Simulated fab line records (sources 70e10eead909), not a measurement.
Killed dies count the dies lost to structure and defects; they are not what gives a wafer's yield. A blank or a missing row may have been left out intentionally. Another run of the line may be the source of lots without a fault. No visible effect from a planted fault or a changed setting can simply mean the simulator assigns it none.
fab line records    flow nand-harc
[record] lots = 24  wafers = 72  last-day = 33
route steps=1302 shown P_CONTACT@234 P_M0@284 P_M1@312 P_M2@328
lots that met no fault: taken from a fault-free run of the same line
start-h: hours from the record's first day to the start of the lot's first wafer shown    wait-h: how many hours have passed since the lot's step before this one    " repeats the value in the row above    L1.1+2: several wafers, shown together as one row    - no value, or no start given    * or withheld: withheld    < > ~ a bound
route shown NAME@n: NAME is a module with steps in the file, n the number in the route of the first one    usual: the fault-free wafers' mean and standard deviation    same: alike in all rows    chamber/n: place in a boat    sites: readings site by site    _std_site: how widely they spread, as a standard deviation    _edge_site: the outer-site mean with the inner-site mean subtracted    radius-mm: how far each site lies from the wafer's centre    mask NAME#n: copy n    behind: the last tool/chamber to shape the wafer    hold: why the lot went on hold/how many hours it stayed there/how the hold came to an end    device: transistor that didn't switch, given as n, p or np    end of line: the tests these same wafers got at the end of their route    for a step that has no rows: nothing shown but its recipe    killed: the dies lost at the first sort to structure and to defects; this is not the yield of the wafer    map: dies across one wafer; x = killed, . = not, _ = none there
set.NAME: setting as actually run; set.NAME@STEP: the setting as run at that earlier step    model.NAME: the simulator's own value behind a step, which no gauge read
one table for each step of the route and one row for each wafer, over a sample of lots
services: when a tool's chamber went out of use (start-h, in hours from the record's first day, below 0 if earlier), for how many hours, and the reason
[[steps]]
[step NHARC_P_CONTACT_INSPECT_14]
[usual] raw-defect-count = 4.5/2.3
lot.wafer  tool               chamber  start-h  wait-h  raw-defect-count
L074.2     defect-inspect-02  -        121.45   0.0     7
L074.4     "                  -        "        "       7
L074.5     "                  -        "        "       6
L075.2     defect-inspect-02  -        124.94   0.0     5
L075.3     "                  -        "        "       6
L075.6     "                  -        "        "       8
L076.1     defect-inspect-02  -        139.12   0.0     5
L076.2     "                  -        "        "       1
L076.3     "                  -        "        "       6
L077.1     defect-inspect-02  -        150.76   0.0     3
L077.2     "                  -        "        "       4
L077.5     "                  -        "        "       8
L078.3     defect-inspect-01  -        151.56   0.0     2
L078.4     "                  -        "        "       3
L078.6     "                  -        "        "       1
L079.1     defect-inspect-01  -        165.36   0.0     10
L079.3     "                  -        "        "       4
L079.4     "                  -        "        "       8
L080.1     defect-inspect-01  -        180.06   0.0     2
L080.3     "                  -        "        "       4
L080.5     "                  -        "        "       2
L081.3     defect-inspect-02  -        198.76   0.0     5
L081.5     "                  -        "        "       7
L081.6     "                  -        "        "       2
L082.3     defect-inspect-01  -        207.38   0.0     1
L082.4     "                  -        "        "       4
L082.6     "                  -        "        "       6
L083.2     defect-inspect-01  -        209.31   0.0     4
L083.3     "                  -        "        "       5
L083.4     "                  -        "        "       2
L084.1     defect-inspect-01  -        228.32   0.0     5
L084.5     "                  -        "        "       6
L084.6     "                  -        "        "       8
L085.1     defect-inspect-02  -        235.93   0.0     4
L085.4     "                  -        "        "       9
L085.6     "                  -        "        "       3
L086.3     defect-inspect-01  -        240.06   0.0     4
L086.4     "                  -        "        "       3
L086.6     "                  -        "        "       3
L087.3     defect-inspect-01  -        244.72   0.0     6
L087.4     "                  -        "        "       5
L087.6     "                  -        "        "       0
L089.3     defect-inspect-02  -        260.47   0.0     4
L089.5     "                  -        "        "       2
L089.6     "                  -        "        "       5
L088.2     defect-inspect-02  -        261.21   0.0     4
L088.3     "                  -        "        "       2
L088.5     "                  -        "        "       2
L090.2     defect-inspect-01  -        282.72   0.0     4
L090.5     "                  -        "        "       5
L090.6     "                  -        "        "       5
L091.2     defect-inspect-02  -        284.59   0.0     6
L091.5     "                  -        "        "       0
L091.6     "                  -        "        "       8
L092.2     defect-inspect-01  -        293.11   0.0     6
L092.4     "                  -        "        "       4
L092.5     "                  -        "        "       5
L093.1     defect-inspect-02  -        304.72   0.0     5
L093.2     "                  -        "        "       6
L093.5     "                  -        "        "       4
L094.1     defect-inspect-02  -        320.75   0.0     6
L094.3     "                  -        "        "       1
L094.5     "                  -        "        "       3
L095.4     defect-inspect-01  -        324.23   0.0     5
L095.5     "                  -        "        "       7
L095.6     "                  -        "        "       1
L096.1     defect-inspect-01  -        336.88   0.0     6
L096.2     "                  -        "        "       5
L096.4     "                  -        "        "       6
L097.1     defect-inspect-02  -        346.87   0.0     6
L097.3     "                  -        "        "       6
L097.5     "                  -        "        "       2
[step NHARC_P_CONTACT_PVD_32]
[recipe] target-thk-a = 50  chamber-pressure-pa = 5  power-w = 5000  substrate-temp-c = 200  time-s = 17.7  material = Ti
[usual] throttle-valve-pct = 30.0/0.73
lot.wafer  tool            chamber  start-h  wait-h  throttle-valve-pct
L074.4     pvd-sputter-03  -        -        -       28.9
L074.2     "               -        "        "       28.9
L074.5     "               -        "        "       28.8
L075.3     pvd-sputter-03  -        -        -       30.8
L075.2     "               -        "        "       28.9
L075.6     "               -        "        "       30.8
L076.1     pvd-sputter-02  -        -        -       30.8
L076.3     "               -        "        "       31.1
L076.2     "               -        "        "       30.1
L077.1     pvd-sputter-01  -        -        -       29.7
L077.2     "               -        "        "       30.9
L077.5     "               -        "        "       29.8
L078.3     pvd-sputter-01  -        -        -       30.0
L078.4     "               -        "        "       29.6
L078.6     "               -        "        "       30.0
L079.3     pvd-sputter-02  -        -        -       30.9
L079.1     "               -        "        "       31.2
L079.4     "               -        "        "       30.3
L080.1     pvd-sputter-03  -        -        -       28.7
L080.3     "               -        "        "       30.7
L080.5     "               -        "        "       29.1
L081.3     pvd-sputter-01  -        -        -       30.0
L081.6     "               -        "        "       30.7
L081.5     "               -        "        "       30.6
L082.4     pvd-sputter-01  -        -        -       29.6
L082.3     "               -        "        "       29.9
L082.6     "               -        "        "       31.0
L083.4     pvd-sputter-02  -        -        -       30.4
L083.2     "               -        "        "       31.2
L083.3     "               -        "        "       30.1
L084.1     pvd-sputter-02  -        -        -       31.3
L084.6     "               -        "        "       30.1
L084.5     "               -        "        "       30.4
L085.4     pvd-sputter-01  -        -        -       30.1
L085.1     "               -        "        "       30.4
L085.6     "               -        "        "       30.1
L086.3     pvd-sputter-02  -        -        -       31.1
L086.4     "               -        "        "       30.0
L086.6     "               -        "        "       30.9
L087.3     pvd-sputter-01  -        -        -       29.9
L087.4     "               -        "        "       30.5
L087.6     "               -        "        "       29.8
L089.3     pvd-sputter-03  -        -        -       29.1
L089.6     "               -        "        "       29.4
L089.5     "               -        "        "       30.0
L088.3     pvd-sputter-01  -        -        -       30.0
L088.2     "               -        "        "       29.6
L088.5     "               -        "        "       30.4
L090.2     pvd-sputter-01  -        -        -       30.3
L090.6     "               -        "        "       30.3
L090.5     "               -        "        "       30.7
L091.2     pvd-sputter-03  -        -        -       29.1
L091.6     "               -        "        "       29.7
L091.5     "               -        "        "       29.1
L092.4     pvd-sputter-03  -        -        -       29.0
L092.2     "               -        "        "       29.3
L092.5     "               -        "        "       29.2
L093.2     pvd-sputter-02  -        -        -       31.5
L093.1     "               -        "        "       30.4
L093.5     "               -        "        "       31.1
L094.1     pvd-sputter-01  -        -        -       29.7
L094.3     "               -        "        "       30.4
L094.5     "               -        "        "       29.8
L095.4     pvd-sputter-03  -        -        -       29.0
L095.6     "               -        "        "       29.3
L095.5     "               -        "        "       28.7
L096.1     pvd-sputter-01  -        -        -       29.4
L096.2     "               -        "        "       30.0
L096.4     "               -        "        "       30.5
L097.1     pvd-sputter-01  -        -        -       30.3
L097.3     "               -        "        "       29.7
L097.5     "               -        "        "       30.2
[step NHARC_P_CONTACT_ALD_22]
[recipe] target-thk-a = 30  pulse-time-s = 1  ald-cycles = 150  temp-c = 450  material = TiN
[usual] heater-power-w = 1126/84  precursor-pulse-height-rel = 1.001/0.02
[same] ald-cycles = 150
lot.wafer  tool          chamber  start-h  wait-h  heater-power-w  precursor-pulse-height-rel
L074.2     ald-metal-02  0        123.50   -       1390            1.002
L074.4     "             2        "        "       1028            0.972
L074.5     "             3        "        "       980             0.993
L075.3     ald-metal-03  0        126.97   -       1166            0.976
L075.2     "             2        "        "       1091            0.956
L075.6     "             1        "        "       1015            1.020
L076.2     ald-metal-04  1        141.17   -       1154            1.035
L076.1     "             2        "        "       1207            0.957
L076.3     "             3        "        "       1065            0.993
L077.1     ald-metal-04  0        152.66   -       1102            1.009
L077.2     "             1        "        "       1156            0.987
L077.5     "             0        "        "       1064            1.023
L078.4     ald-metal-03  0        153.65   -       1190            1.031
L078.3     "             1        "        "       990             1.013
L078.6     "             3        "        "       1237            1.005
L079.3     ald-metal-03  2        167.28   -       1089            0.992
L079.4     "             3        "        "       1225            0.959
L079.1     "             0        "        "       1211            1.018
L080.1     ald-metal-04  1        181.95   -       1159            1.007
L080.3     "             2        "        "       1216            1.019
L080.5     "             2        "        "       1216            0.992
L081.3     ald-metal-03  0        200.67   -       1183            0.988
L081.5     "             0        "        "       1222            0.988
L081.6     "             1        "        "       1029            1.036
L082.3     ald-metal-02  0        209.77   -       1386            1.010
L082.4     "             2        "        "       1011            1.009
L082.6     "             1        "        "       1030            0.994
L083.2     ald-metal-04  3        211.22   -       1070            1.001
L083.3     "             0        "        "       1084            1.015
L083.4     "             2        "        "       1212            1.019
L084.1     ald-metal-03  2        230.37   -       1123            0.991
L084.5     "             1        "        "       1045            0.989
L084.6     "             2        "        "       1120            1.002
L085.4     ald-metal-03  1        237.86   -       1065            1.023
L085.1     "             2        "        "       1104            1.010
L085.6     "             3        "        "       1173            0.990
L086.4     ald-metal-03  2        241.96   -       1117            1.008
L086.3     "             3        "        "       1175            0.969
L086.6     "             1        "        "       1051            1.001
L087.3     ald-metal-03  3        246.60   -       1177            1.002
L087.4     "             3        "        "       1179            1.033
L087.6     "             2        "        "       1092            0.996
L089.3     ald-metal-03  2        262.37   -       1102            1.006
L089.5     "             0        "        "       1152            1.001
L089.6     "             3        "        "       1176            0.988
L088.2     ald-metal-04  0        263.10   -       1099            1.017
L088.3     "             3        "        "       1068            1.012
L088.5     "             0        "        "       1102            0.998
L090.2     ald-metal-02  0        284.85   -       1334            1.019
L090.6     "             2        "        "       928             0.996
L090.5     "             3        "        "       981             0.989
L091.2     ald-metal-04  0        286.50   -       1056            0.976
L091.6     "             3        "        "       1045            1.023
L091.5     "             0        "        "       1099            1.019
L092.2     ald-metal-03  1        295.00   -       1043            0.961
L092.4     "             2        "        "       1113            0.979
L092.5     "             0        "        "       1168            0.986
L093.2     ald-metal-04  2        306.60   -       1218            1.021
L093.1     "             0        "        "       1085            1.002
L093.5     "             3        "        "       1153            0.981
L094.1     ald-metal-04  0        322.66   -       1048            1.020
L094.3     "             2        "        "       1214            1.002
L094.5     "             0        "        "       1049            1.005
L095.4     ald-metal-03  0        326.18   -       1156            1.013
L095.6     "             1        "        "       1062            1.034
L095.5     "             2        "        "       1107            0.974
L096.2     ald-metal-03  3        338.77   -       1173            1.019
L096.4     "             0        "        "       1190            0.986
L096.1     "             1        "        "       1040            1.025
L097.1     ald-metal-03  0        348.77   -       1141            0.993
L097.3     "             2        "        "       1108            1.024
L097.5     "             0        "        "       1189            0.995
[step NHARC_P_M0_DEP_32]
[recipe] target-thk-a = 300  temp-c = 370  target-thk-nm = 30  pressure-torr = 3  flow-sccm = 200  rf-w = 450  material = SiCN
[usual] heater-power-w = 567/82
lot.wafer  tool      chamber  start-h  wait-h  heater-power-w
L074.2     pecvd-04  0        128.57   0.1     445
L074.5     "         0        "        "       450
L074.4     "         1        "        "       625
L075.2     pecvd-04  0        131.92   0.1     462
L075.3     "         2        "        "       671
L075.6     "         1        "        "       708
L076.1     pecvd-03  1        146.01   0.1     501
L076.2     "         2        "        "       429
L076.3     "         0        "        "       518
L077.1     pecvd-01  1        157.55   0.1     716
L077.2     "         2        "        "       563
L077.5     "         2        "        "       562
L078.3     pecvd-04  0        158.61   0.1     465
L078.4     "         1        "        "       610
L078.6     "         2        "        "       710
L079.1     pecvd-03  1        172.27   0.1     546
L079.3     "         2        "        "       437
L079.4     "         0        "        "       497
L080.3     pecvd-01  2        186.91   0.1     565
L080.1     "         1        "        "       637
L080.5     "         1        "        "       636
L081.3     pecvd-01  0        206.01   0.1     559
L081.6     "         2        "        "       537
L081.5     "         0        "        "       564
L082.3     pecvd-01  0        214.80   0.1     557
L082.4     "         1        "        "       655
L082.6     "         0        "        "       545
L083.2     pecvd-03  1        216.35   0.1     581
L083.3     "         2        "        "       445
L083.4     "         0        "        "       528
L084.1     pecvd-04  1        235.56   0.1     612
L084.6     "         1        "        "       632
L084.5     "         2        "        "       644
L085.1     pecvd-03  1        242.73   0.1     512
L085.4     "         2        "        "       426
L085.6     "         2        "        "       433
L086.3     pecvd-01  2        247.38   0.1     560
L086.6     "         1        "        "       635
L086.4     "         2        "        "       544
L087.3     pecvd-04  1        251.98   0.1     578
L087.4     "         1        "        "       584
L087.6     "         0        "        "       501
L089.3     pecvd-03  2        268.09   0.1     407
L089.5     "         1        "        "       582
L089.6     "         2        "        "       401
L088.3     pecvd-01  0        268.17   0.1     530
L088.2     "         1        "        "       673
L088.5     "         2        "        "       585
L090.2     pecvd-04  2        289.91   0.1     662
L090.5     "         1        "        "       706
L090.6     "         2        "        "       677
L091.2     pecvd-03  1        291.83   0.1     629
L091.6     "         1        "        "       622
L091.5     "         2        "        "       428
L092.2     pecvd-01  0        300.06   0.1     602
L092.4     "         1        "        "       721
L092.5     "         2        "        "       582
L093.2     pecvd-04  2        311.57   0.1     617
L093.1     "         0        "        "       553
L093.5     "         0        "        "       563
L094.1     pecvd-03  0        327.55   0.1     530
L094.3     "         2        "        "       466
L094.5     "         1        "        "       586
L095.4     pecvd-04  0        331.13   0.2     540
L095.5     "         1        "        "       661
L095.6     "         2        "        "       663
L096.2     pecvd-03  2        343.82   0.1     470
L096.1     "         0        "        "       548
L096.4     "         2        "        "       464
L097.3     pecvd-03  0        353.75   0.1     554
L097.1     "         2        "        "       475
L097.5     "         0        "        "       548
[step NHARC_P_M1_THK_MEAS_24]
[recipe] thk-meas-gauge = xrf
[usual] thk-nm = 157.9/1.7
lot.wafer  tool           chamber  start-h  wait-h  thk-nm
L074.2     film-metro-01  -        132.29   -       159.0
L074.4     "              -        "        "       160.6
L074.5     "              -        "        "       159.8
L075.2     film-metro-02  -        135.77   -       158.1
L075.3     "              -        "        "       157.0
L075.6     "              -        "        "       159.7
L076.1     film-metro-01  -        149.77   -       154.8
L076.2     "              -        "        "       154.7
L076.3     "              -        "        "       156.4
L077.1     film-metro-02  -        161.38   -       157.3
L077.2     "              -        "        "       157.4
L077.5     "              -        "        "       154.4
L078.3     film-metro-02  -        162.46   -       158.0
L078.4     "              -        "        "       156.1
L078.6     "              -        "        "       157.0
L079.1     film-metro-02  -        176.08   -       159.7
L079.3     "              -        "        "       158.8
L079.4     "              -        "        "       157.5
L080.1     film-metro-01  -        190.62   -       158.6
L080.3     "              -        "        "       157.6
L080.5     "              -        "        "       159.0
L081.3     film-metro-01  -        209.77   -       158.6
L081.5     "              -        "        "       160.1
L081.6     "              -        "        "       160.6
L082.3     film-metro-01  -        218.56   -       156.7
L082.4     "              -        "        "       155.9
L082.6     "              -        "        "       159.8
L083.2     film-metro-01  -        220.15   -       157.0
L083.3     "              -        "        "       159.4
L083.4     "              -        "        "       155.7
L084.1     film-metro-02  -        239.42   -       159.2
L084.5     "              -        "        "       158.2
L084.6     "              -        "        "       157.5
L085.1     film-metro-01  -        247.33   -       157.0
L085.4     "              -        "        "       159.8
L085.6     "              -        "        "       156.5
L086.3     film-metro-01  -        251.06   -       159.1
L086.4     "              -        "        "       158.3
L086.6     "              -        "        "       160.2
L087.3     film-metro-02  -        255.79   -       155.6
L087.4     "              -        "        "       159.8
L087.6     "              -        "        "       158.2
L088.2     film-metro-02  -        272.11   -       159.6
L088.3     "              -        "        "       156.1
L088.5     "              -        "        "       157.3
L089.3     film-metro-02  -        272.37   -       157.3
L089.5     "              -        "        "       156.6
L089.6     "              -        "        "       154.8
L090.2     film-metro-01  -        293.60   -       156.2
L090.5     "              -        "        "       157.7
L090.6     "              -        "        "       155.4
L091.2     film-metro-01  -        295.74   -       157.9
L091.5     "              -        "        "       156.8
L091.6     "              -        "        "       156.9
L092.2     film-metro-01  -        303.91   -       158.3
L092.4     "              -        "        "       158.9
L092.5     "              -        "        "       160.4
L093.1     film-metro-02  -        315.61   -       159.8
L093.2     "              -        "        "       160.0
L093.5     "              -        "        "       159.2
L094.1     film-metro-02  -        331.41   -       157.9
L094.3     "              -        "        "       158.5
L094.5     "              -        "        "       158.4
L095.4     film-metro-02  -        334.95   -       157.7
L095.5     "              -        "        "       159.1
L095.6     "              -        "        "       158.8
L096.1     film-metro-01  -        347.92   -       155.3
L096.2     "              -        "        "       156.2
L096.4     "              -        "        "       158.1
L097.1     film-metro-02  -        357.62   -       161.3
L097.3     "              -        "        "       159.9
L097.5     "              -        "        "       158.1
[step NHARC_P_M2_CD_MEAS_09]
[recipe] target-cd-nm = 170  landing-energy-ev = 500
[usual] cd-nm = 169.9/0.54
lot.wafer  tool       chamber  start-h  wait-h  cd-nm
L074.2     cd-sem-01  0        133.86   -       169.7
L074.4     "          0        "        "       169.8
L074.5     "          0        "        "       169.8
L075.2     cd-sem-01  0        137.38   -       169.8
L075.3     "          0        "        "       169.7
L075.6     "          0        "        "       170.6
L076.1     cd-sem-02  0        151.39   -       170.0
L076.2     "          0        "        "       169.5
L076.3     "          0        "        "       170.1
L077.1     cd-sem-02  0        162.91   -       170.6
L077.2     "          0        "        "       170.5
L077.5     "          0        "        "       170.0
L078.3     cd-sem-02  0        164.01   -       169.3
L078.4     "          0        "        "       168.9
L078.6     "          0        "        "       168.7
L079.1     cd-sem-02  0        177.51   -       170.0
L079.3     "          0        "        "       170.1
L079.4     "          0        "        "       170.2
L080.1     cd-sem-03  0        192.17   -       171.3
L080.3     "          0        "        "       170.5
L080.5     "          0        "        "       171.0
L081.3     cd-sem-02  0        211.20   -       169.9
L081.5     "          0        "        "       170.0
L081.6     "          0        "        "       169.8
L082.3     cd-sem-01  0        219.99   -       169.6
L082.4     "          0        "        "       169.9
L082.6     "          0        "        "       169.9
L083.2     cd-sem-02  0        221.70   -       169.5
L083.3     "          0        "        "       169.6
L083.4     "          0        "        "       170.3
L084.1     cd-sem-03  0        240.98   -       169.8
L084.5     "          0        "        "       169.6
L084.6     "          0        "        "       169.3
L085.1     cd-sem-01  0        248.85   -       169.8
L085.4     "          0        "        "       169.5
L085.6     "          0        "        "       170.2
L086.3     cd-sem-01  0        252.61   -       170.0
L086.4     "          0        "        "       170.0
L086.6     "          0        "        "       170.6
L087.3     cd-sem-02  0        257.25   -       170.1
L087.4     "          0        "        "       169.8
L087.6     "          0        "        "       169.9
L088.2     cd-sem-01  0        273.66   -       169.3
L088.3     "          0        "        "       170.0
L088.5     "          0        "        "       169.2
L089.3     cd-sem-01  0        273.98   -       168.6
L089.5     "          0        "        "       168.9
L089.6     "          0        "        "       169.2
L090.2     cd-sem-01  0        295.18   -       169.9
L090.5     "          0        "        "       171.0
L090.6     "          0        "        "       169.9
L091.2     cd-sem-01  0        297.29   -       170.3
L091.5     "          0        "        "       170.0
L091.6     "          0        "        "       169.6
L092.2     cd-sem-03  0        305.47   -       169.4
L092.4     "          0        "        "       169.2
L092.5     "          0        "        "       169.4
L093.1     cd-sem-03  0        317.17   -       169.2
L093.2     "          0        "        "       168.9
L093.5     "          0        "        "       169.5
L094.1     cd-sem-01  0        332.93   -       170.2
L094.3     "          0        "        "       170.9
L094.5     "          0        "        "       169.8
L095.4     cd-sem-03  0        336.39   -       169.8
L095.5     "          0        "        "       169.8
L095.6     "          0        "        "       169.6
L096.1     cd-sem-02  0        349.36   -       170.0
L096.2     "          0        "        "       169.6
L096.4     "          0        "        "       170.3
L097.1     cd-sem-01  0        359.17   -       169.3
L097.3     "          0        "        "       169.9
L097.5     "          0        "        "       169.5
[[services]]
tool            chamber  start-h  hours  kind
pecvd-04        1        101.18   7.0    repair
pecvd-01        2        106.40   4.0    repair
ald-metal-04    -        118.00   10.0   pm
pvd-sputter-01  -        124.06   1.9    repair
ald-metal-03    3        127.07   6.4    repair
pecvd-01        -        130.21   13.0   pm
ald-metal-04    -        177.84   3.1    repair
pecvd-03        -        185.00   13.0   pm
ald-metal-03    2        198.74   19.7   repair
pvd-sputter-03  -        205.36   10.0   pm
ald-metal-04    1        208.99   6.2    repair
ald-metal-03    -        212.00   10.0   pm
pvd-sputter-01  -        226.00   10.0   pm
pvd-sputter-03  -        235.59   1.8    repair
pecvd-03        0        237.07   6.9    repair
ald-metal-04    -        241.03   0.3    repair
ald-metal-03    1        242.74   28.0   repair
pecvd-04        -        245.04   1.2    repair
pecvd-01        -        266.43   0.6    repair
ald-metal-03    3        266.91   56.9   repair
pecvd-04        -        269.34   13.0   pm
ald-metal-04    -        296.00   10.0   pm
pecvd-01        -        311.21   13.0   pm
pvd-sputter-03  -        320.54   1.9    repair
[[key]]
fault none
